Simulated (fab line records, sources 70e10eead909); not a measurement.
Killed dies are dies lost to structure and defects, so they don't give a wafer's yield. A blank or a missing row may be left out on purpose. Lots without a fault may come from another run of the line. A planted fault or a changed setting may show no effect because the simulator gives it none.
Which tool did it? | flow nand_harc | 22 lots, 66 wafers sampled, at 6 steps of a route of 1302

WHAT THE GAUGES READ, wafer by wafer
The record holds no reading of a measuring or inspecting step that can be judged against a usual standard deviation.

WHICH TOOL RAN EACH LOT (tool, then ch and the chambers of the sampled wafers, then the start)
lot  | NHARC_A_STAIRCASE_TRIM_198                    | NHARC_A_STAIRCASE_ETCH_223                    | NHARC_A_STAIRCASE_ETCH_227                    | NHARC_A_STAIRCASE_ETCH_230         | NHARC_A_STAIRCASE_TRIM_233     | NHARC_A_STAIRCASE_ETCH_234
L074 | rie_diel-07 ch 2,3, no start                  | rie_diel-02 ch 0,2,3, no start                | rie_diel-02 ch 0,1,2, no start                | rie_diel-02 ch 1,3, no start       | rie_diel-02 ch 0,1,2, no start | rie_diel-02 ch 2,3, no start
L075 | rie_diel-02 ch 0,1,2, no start                | rie_diel-04 ch 0,1,3, no start                | rie_diel-04 ch 1,2,3, no start                | rie_diel-04 ch 1,2,3, no start     | rie_diel-04 ch 1,2,3, no start | rie_diel-04 ch 1,2,3, no start
L076 | rie_diel-04 ch 1,2, no start                  | rie_diel-07 ch 2,3, no start                  | rie_diel-07 ch 0,3, no start                  | rie_diel-07 ch 0,3, no start       | rie_diel-07 ch 2,3, no start   | rie_diel-07 ch 1,3, no start
L077 | rie_diel-02 ch 2,3, no start                  | rie_diel-04 ch 0,1,3, no start                | rie_diel-04 ch 1,2, no start                  | rie_diel-04 ch 0,2, no start       | rie_diel-04 ch 2,3, no start   | rie_diel-04 ch 0,3, no start
L078 | rie_diel-07 ch 1,3, no start                  | rie_diel-07 ch 0,1,3, no start                | rie_diel-07 ch 0,2,3, no start                | rie_diel-07 ch 1,2,3, no start     | rie_diel-07 ch 0,1,3, no start | rie_diel-07 ch 0,1,2, no start
L079 | rie_diel-02 ch 1,2, no start                  | rie_diel-02 ch 0,1,3, no start                | rie_diel-02 ch 1,2, no start                  | rie_diel-02 ch 0,3, no start       | rie_diel-02 ch 0,1, no start   | rie_diel-02 ch 0,2, no start
L080 | rie_diel-07 ch 0,1,3, no start                | rie_diel-04 ch 0,2,3, no start                | rie_diel-04 ch 2,3, no start                  | rie_diel-02 ch 0,2,3, no start     | rie_diel-02 ch 0,3, no start   | rie_diel-02 ch 0,1,3, no start
L081 | rie_diel-04 ch 0,1,2, no start                | rie_diel-07 ch 2,3, no start                  | rie_diel-07 ch 0,2, no start                  | rie_diel-04 ch 1,2, no start       | rie_diel-04 ch 0,1,2, no start | rie_diel-04 ch 0,1,2, no start
L083 | rie_diel-07 ch 0,2,3, no start                | rie_diel-04 ch 1,2, no start                  | rie_diel-04 ch 1,2,3, no start                | rie_diel-04 ch 0,1, no start       | rie_diel-04 ch 1,2, no start   | rie_diel-04 ch 0,1, no start
L084 | rie_diel-04 ch 1,2, no start                  | rie_diel-02 ch 1,3, no start                  | rie_diel-02 ch 0,1,2, no start                | rie_diel-02 ch 0,2,3, no start     | rie_diel-02 ch 1,3, no start   | rie_diel-02 ch 1,2, no start
L086 | rie_diel-02 ch 0,2,3, no start                | rie_diel-02 ch 0,3, no start                  | rie_diel-02 ch 1,2,3, no start                | rie_diel-02 ch 1,2,3, no start     | rie_diel-02 ch 0,1, no start   | rie_diel-02 ch 0,1,2, no start
L085 | rie_diel-07 ch 0,1,2, no start                | rie_diel-02 ch 1,2, no start                  | rie_diel-02 ch 0,1, no start                  | rie_diel-07 ch 0,3, no start       | rie_diel-07 ch 0,2, no start   | rie_diel-07 ch 1,2, no start
L087 | rie_diel-02 ch 0,1,2, no start                | rie_diel-07 ch 1,3, no start                  | rie_diel-07 ch 0,1,3, no start                | rie_diel-07 ch 1,2, no start       | rie_diel-07 ch 0,1,3, no start | rie_diel-07 ch 0,2, no start
L089 | rie_diel-07 ch 0,1,2, no start                | rie_diel-02 ch 0,1,2, no start                | rie_diel-02 ch 0,1,3, no start                | rie_diel-02 ch 0,1,3, no start     | rie_diel-02 ch 0,2,3, no start | rie_diel-02 ch 0,2,3, no start
L090 | rie_diel-07 ch 0,1,3, day 23 05:11 or earlier | rie_diel-07 ch 1,2,3, day 23 05:11 or earlier | rie_diel-07 ch 0,1,2, day 23 05:11 or earlier | rie_diel-02 ch 1,2,3, day 23 05:11 | rie_diel-02 ch 0,1,2, no start | rie_diel-02 ch 0,1,3, no start
L091 | rie_diel-02 ch 0,1, no start                  | rie_diel-07 ch 0,2,3, no start                | rie_diel-07 ch 1,2,3, no start                | rie_diel-02 ch 0,1,2, no start     | rie_diel-02 ch 0,2, no start   | rie_diel-02 ch 0,1,2, no start
L092 | rie_diel-02 ch 1,3, no start                  | rie_diel-07 ch 0,1,3, no start                | rie_diel-07 ch 1,2,3, no start                | rie_diel-04 ch 1,2, no start       | rie_diel-04 ch 0,1,2, no start | rie_diel-04 ch 0,1,2, no start
L095 | rie_diel-07 ch 0,2,3, no start                | rie_diel-04 ch 1,3, no start                  | rie_diel-04 ch 0,3, no start                  | rie_diel-04 ch 1,3, no start       | rie_diel-04 ch 0,3, no start   | rie_diel-04 ch 0,3, no start
L094 | rie_diel-04 ch 1,2,3, no start                | rie_diel-07 ch 0,2,3, no start                | rie_diel-07 ch 0,2,3, no start                | rie_diel-02 ch 1,2,3, no start     | rie_diel-02 ch 0,2,3, no start | rie_diel-02 ch 0,1,2, no start
L093 | rie_diel-04 ch 0,1, no start                  | rie_diel-07 ch 2,3, no start                  | rie_diel-07 ch 0,2, no start                  | rie_diel-02 ch 0,3, no start       | rie_diel-02 ch 0,2,3, no start | rie_diel-02 ch 0,1, no start
L097 | rie_diel-07 ch 0,2, no start                  | rie_diel-02 ch 1,2, no start                  | rie_diel-02 ch 0,2,3, no start                | rie_diel-07 ch 0,2, no start       | rie_diel-07 ch 0,1,3, no start | rie_diel-07 ch 0,1,3, no start
L096 | rie_diel-07 ch 0,1, no start                  | rie_diel-04 ch 0,1, no start                  | rie_diel-04 ch 0,1,2, no start                | rie_diel-02 ch 0,2,3, no start     | rie_diel-02 ch 0,1,2, no start | rie_diel-02 ch 0,1,3, no start
- NHARC_A_STAIRCASE_TRIM_198: chemistry O2, time 211.2 s.
- NHARC_A_STAIRCASE_ETCH_223: etches the open film in C4F8/O2, target depth 100 nm, time 40.5 s.
- NHARC_A_STAIRCASE_ETCH_227: etches the open film in C4F8/O2, target depth 100 nm, time 40.5 s.
- NHARC_A_STAIRCASE_ETCH_230: etches the open film in C4F8/O2, target depth 100 nm, time 40.5 s.
- NHARC_A_STAIRCASE_TRIM_233: chemistry O2, time 211.2 s.
- NHARC_A_STAIRCASE_ETCH_234: etches the open film in C4F8/O2, target depth 100 nm, time 40.5 s.

WHAT THE TOOLS THEMSELVES READ (means of the sampled wafers that have a number; where no wafer has one, the mark that the record gives instead)
NHARC_A_STAIRCASE_TRIM_198.
lot  | tool        | chamber_pressure_mTorr (mTorr) | drypump_motor_current_A (A) | oes_product_au (a.u.) | rf_vpp_V (V) | showerhead_plenum_p_Torr (Torr) | throttle_valve_pct (%)
L074 | rie_diel-07 | 60.00                          | 5.6                         | 0.998                 | 58.0         | 3.47                            | 17.035
L075 | rie_diel-02 | 59.93                          | 5.3                         | 0.995                 | 58.2         | 3.34                            | 17.038
L076 | rie_diel-04 | 60.04                          | 6.4                         | 1.003                 | 58.1         | 3.49                            | 17.040
L077 | rie_diel-02 | 59.95                          | 5.4                         | 1.003                 | 57.7         | 3.44                            | 17.034
L078 | rie_diel-07 | 60.00                          | 5.4                         | 0.994                 | 58.5         | 3.53                            | 17.037
L079 | rie_diel-02 | 59.97                          | 5.5                         | 0.996                 | 57.3         | 3.36                            | 17.032
L080 | rie_diel-07 | 59.97                          | 5.7                         | 0.991                 | 57.8         | 3.58                            | 17.038
L081 | rie_diel-04 | 60.00                          | 6.4                         | 1.004                 | 58.0         | 3.44                            | 17.024
L083 | rie_diel-07 | 59.99                          | 5.9                         | 0.996                 | 57.5         | 3.51                            | 17.028
L084 | rie_diel-04 | 59.94                          | 6.6                         | 1.007                 | 57.8         | 3.55                            | 17.031
L086 | rie_diel-02 | 60.05                          | 5.2                         | 0.999                 | 58.1         | 3.53                            | 17.036
L085 | rie_diel-07 | 59.98                          | 6.2                         | 1.005                 | 58.3         | 3.62                            | 17.050
L087 | rie_diel-02 | 59.99                          | 5.3                         | 0.990                 | 58.1         | 3.50                            | 17.036
L089 | rie_diel-07 | 60.00                          | 6.2                         | 1.001                 | 57.7         | 3.61                            | 17.033
L090 | rie_diel-07 | 59.95                          | 5.7                         | 0.994                 | 57.6         | 3.57                            | 17.038
L091 | rie_diel-02 | 60.03                          | 5.4                         | 0.988                 | 57.3         | 3.52                            | 17.030
L092 | rie_diel-02 | 60.04                          | 5.5                         | 0.983                 | 57.7         | 3.44                            | 17.036
L095 | rie_diel-07 | 59.98                          | 5.9                         | 0.993                 | 57.3         | 3.49                            | 17.038
L094 | rie_diel-04 | 60.05                          | 6.4                         | 1.002                 | 57.1         | 3.47                            | 17.032
L093 | rie_diel-04 | 59.97                          | 6.3                         | 0.998                 | 58.4         | 3.73                            | 17.037
L097 | rie_diel-07 | 60.01                          | 6.2                         | 1.001                 | 57.7         | 3.54                            | 17.038
L096 | rie_diel-07 | 59.95                          | 6.1                         | 1.005                 | 57.9         | 3.66                            | 17.036

NHARC_A_STAIRCASE_ETCH_223.
lot  | tool        | chamber_pressure_mTorr (mTorr) | oes_product_au (a.u.) | rf_vpp_V (V)
L074 | rie_diel-02 | 25.021                         | 0.961                 | 890
L075 | rie_diel-04 | 24.992                         | 0.945                 | 894
L076 | rie_diel-07 | 24.994                         | 0.935                 | 895
L077 | rie_diel-04 | 25.004                         | 0.930                 | 894
L078 | rie_diel-07 | 25.000                         | 0.934                 | 898
L079 | rie_diel-02 | 24.984                         | 0.956                 | 898
L080 | rie_diel-04 | 25.008                         | 0.950                 | 891
L081 | rie_diel-07 | 25.015                         | 0.939                 | 893
L083 | rie_diel-04 | 25.011                         | 0.949                 | 896
L084 | rie_diel-02 | 25.001                         | 0.943                 | 893
L086 | rie_diel-02 | 24.998                         | 0.945                 | 898
L085 | rie_diel-02 | 25.008                         | 0.938                 | 890
L087 | rie_diel-07 | 25.005                         | 0.946                 | 900
L089 | rie_diel-02 | 25.009                         | 0.938                 | 895
L090 | rie_diel-07 | 24.988                         | 0.935                 | 897
L091 | rie_diel-07 | 25.004                         | 0.944                 | 894
L092 | rie_diel-07 | 25.019                         | 0.953                 | 897
L095 | rie_diel-04 | 25.000                         | 0.954                 | 897
L094 | rie_diel-07 | 25.022                         | 0.940                 | 895
L093 | rie_diel-07 | 25.027                         | 0.930                 | 893
L097 | rie_diel-02 | 25.003                         | 0.934                 | 888
L096 | rie_diel-04 | 24.994                         | 0.953                 | 901

NHARC_A_STAIRCASE_ETCH_227.
lot  | tool        | chamber_pressure_mTorr (mTorr) | oes_product_au (a.u.) | rf_vpp_V (V)
L074 | rie_diel-02 | 25.022                         | 0.950                 | 889
L075 | rie_diel-04 | 24.999                         | 0.946                 | 896
L076 | rie_diel-07 | 24.994                         | 0.936                 | 894
L077 | rie_diel-04 | 24.988                         | 0.947                 | 897
L078 | rie_diel-07 | 24.981                         | 0.949                 | 895
L079 | rie_diel-02 | 25.015                         | 0.939                 | 891
L080 | rie_diel-04 | 25.005                         | 0.946                 | 893
L081 | rie_diel-07 | 25.010                         | 0.939                 | 898
L083 | rie_diel-04 | 25.011                         | 0.956                 | 894
L084 | rie_diel-02 | 24.996                         | 0.946                 | 895
L086 | rie_diel-02 | 25.003                         | 0.939                 | 891
L085 | rie_diel-02 | 25.000                         | 0.943                 | 901
L087 | rie_diel-07 | 25.014                         | 0.950                 | 897
L089 | rie_diel-02 | 25.010                         | 0.936                 | 897
L090 | rie_diel-07 | 24.994                         | 0.944                 | 900
L091 | rie_diel-07 | 25.011                         | 0.938                 | 897
L092 | rie_diel-07 | 25.017                         | 0.945                 | 896
L095 | rie_diel-04 | 24.989                         | 0.944                 | 896
L094 | rie_diel-07 | 25.012                         | 0.941                 | 896
L093 | rie_diel-07 | 25.003                         | 0.953                 | 896
L097 | rie_diel-02 | 25.008                         | 0.949                 | 895
L096 | rie_diel-04 | 24.989                         | 0.949                 | 898

NHARC_A_STAIRCASE_ETCH_230.
lot  | tool        | chamber_pressure_mTorr (mTorr) | oes_product_au (a.u.) | rf_vpp_V (V)
L074 | rie_diel-02 | 25.006                         | 0.950                 | 892
L075 | rie_diel-04 | 24.978                         | 0.948                 | 896
L076 | rie_diel-07 | 24.979                         | 0.943                 | 896
L077 | rie_diel-04 | 25.010                         | 0.939                 | 890
L078 | rie_diel-07 | 24.994                         | 0.935                 | 898
L079 | rie_diel-02 | 25.007                         | 0.941                 | 902
L080 | rie_diel-02 | 25.007                         | 0.920                 | 896
L081 | rie_diel-04 | 24.998                         | 0.975                 | 893
L083 | rie_diel-04 | 24.984                         | 0.943                 | 895
L084 | rie_diel-02 | 24.984                         | 0.936                 | 895
L086 | rie_diel-02 | 25.014                         | 0.939                 | 891
L085 | rie_diel-07 | 24.989                         | 0.968                 | 895
L087 | rie_diel-07 | 24.995                         | 0.940                 | 902
L089 | rie_diel-02 | 24.995                         | 0.934                 | 897
L090 | rie_diel-02 | 24.989                         | 0.916                 | 891
L091 | rie_diel-02 | 24.994                         | 0.963                 | 895
L092 | rie_diel-04 | 25.001                         | 0.966                 | 894
L095 | rie_diel-04 | 25.005                         | 0.944                 | 894
L094 | rie_diel-02 | 24.997                         | 0.973                 | 890
L093 | rie_diel-02 | 24.979                         | 0.981                 | 897
L097 | rie_diel-07 | 25.000                         | 0.978                 | 896
L096 | rie_diel-02 | 25.020                         | 0.968                 | 895

NHARC_A_STAIRCASE_TRIM_233.
lot  | tool        | chamber_pressure_mTorr (mTorr) | drypump_motor_current_A (A) | oes_product_au (a.u.) | rf_vpp_V (V) | showerhead_plenum_p_Torr (Torr) | throttle_valve_pct (%)
L074 | rie_diel-02 | 59.96                          | 5.3                         | 1.017                 | 57.9         | 3.34                            | 17.034
L075 | rie_diel-04 | 60.04                          | 6.3                         | 0.993                 | 57.4         | 3.50                            | 17.033
L076 | rie_diel-07 | 59.97                          | 6.0                         | 0.993                 | 57.2         | 3.51                            | 17.041
L077 | rie_diel-04 | 60.03                          | 6.2                         | 1.001                 | 57.0         | 3.43                            | 17.037
L078 | rie_diel-07 | 60.02                          | 5.7                         | 0.999                 | 57.9         | 3.58                            | 17.035
L079 | rie_diel-02 | 59.99                          | 5.2                         | 1.000                 | 57.8         | 3.68                            | 17.035
L080 | rie_diel-02 | 60.00                          | 5.1                         | 1.001                 | 58.6         | 3.70                            | 17.040
L081 | rie_diel-04 | 60.08                          | 6.4                         | 1.007                 | 57.5         | 3.44                            | 17.041
L083 | rie_diel-04 | 60.03                          | 6.4                         | 1.011                 | 58.7         | 3.47                            | 17.043
L084 | rie_diel-02 | 60.04                          | 5.5                         | 0.988                 | 58.3         | 3.45                            | 17.039
L086 | rie_diel-02 | 60.01                          | 5.4                         | 0.990                 | 58.2         | 3.53                            | 17.031
L085 | rie_diel-07 | 60.00                          | 6.4                         | 1.002                 | 57.6         | 3.55                            | 17.039
L087 | rie_diel-07 | 60.00                          | 5.8                         | 1.006                 | 58.7         | 3.57                            | 17.031
L089 | rie_diel-02 | 59.99                          | 5.3                         | 0.992                 | 56.9         | 3.53                            | 17.041
L090 | rie_diel-02 | 60.01                          | 5.3                         | 0.987                 | 59.3         | 3.49                            | 17.040
L091 | rie_diel-02 | 60.02                          | 5.2                         | 0.996                 | 56.9         | 3.47                            | 17.044
L092 | rie_diel-04 | 60.03                          | 6.4                         | 0.995                 | 58.1         | 3.60                            | 17.039
L095 | rie_diel-04 | 59.96                          | 6.1                         | 1.002                 | 58.4         | 3.67                            | 17.032
L094 | rie_diel-02 | 59.95                          | 5.2                         | 1.002                 | 58.2         | 3.52                            | 17.030
L093 | rie_diel-02 | 60.04                          | 5.2                         | 1.009                 | 58.0         | 3.52                            | 17.040
L097 | rie_diel-07 | 59.97                          | 5.7                         | 1.001                 | 57.0         | 3.55                            | 17.031
L096 | rie_diel-02 | 59.99                          | 5.3                         | 1.001                 | 58.6         | 3.48                            | 17.043

NHARC_A_STAIRCASE_ETCH_234.
lot  | tool        | chamber_pressure_mTorr (mTorr) | oes_product_au (a.u.) | rf_vpp_V (V)
L074 | rie_diel-02 | 24.978                         | 0.946                 | 892
L075 | rie_diel-04 | 25.006                         | 0.939                 | 895
L076 | rie_diel-07 | 24.978                         | 0.944                 | 896
L077 | rie_diel-04 | 25.000                         | 0.944                 | 891
L078 | rie_diel-07 | 24.996                         | 0.941                 | 899
L079 | rie_diel-02 | 25.012                         | 0.939                 | 895
L080 | rie_diel-02 | 24.989                         | 0.930                 | 897
L081 | rie_diel-04 | 25.000                         | 0.951                 | 893
L083 | rie_diel-04 | 25.006                         | 0.943                 | 890
L084 | rie_diel-02 | 25.003                         | 0.938                 | 890
L086 | rie_diel-02 | 25.006                         | 0.937                 | 895
L085 | rie_diel-07 | 25.003                         | 0.949                 | 899
L087 | rie_diel-07 | 24.987                         | 0.931                 | 897
L089 | rie_diel-02 | 24.981                         | 0.941                 | 897
L090 | rie_diel-02 | 24.978                         | 0.933                 | 897
L091 | rie_diel-02 | 25.014                         | 0.945                 | 894
L092 | rie_diel-04 | 25.012                         | 0.955                 | 899
L095 | rie_diel-04 | 24.989                         | 0.947                 | 897
L094 | rie_diel-02 | 25.005                         | 0.948                 | 895
L093 | rie_diel-02 | 24.991                         | 0.954                 | 895
L097 | rie_diel-07 | 24.996                         | 0.948                 | 897
L096 | rie_diel-02 | 24.981                         | 0.955                 | 897

THE ANSWER, worked out from the rows above alone
Rule: what is usual is taken from the lots themselves. Put in order of their means at a reading, lots are off if they are a third of the lots or fewer, leave a main group of 4 or more, and stand apart from it by a gap of 3 or more times the standard deviation of the main group's means; of several such gaps the widest counts. A main group whose means are all the same, to the digits that the tables above print for the reading, isn't used. A lot without any number at a reading at which 4 lots or more have one is off too. The other lots that the step has rows for count as sound. The gauges are gone through in route order, then the tools' own readings, and for those a lot's mean is taken as printed above. The first step at which some lot is off is used, and at that step the reading that is off furthest; a lot without a number counts as furthest.
No lot is off at any reading shown: from this, nothing can be told.

WHAT THE SIMULATOR HAD PUT IN
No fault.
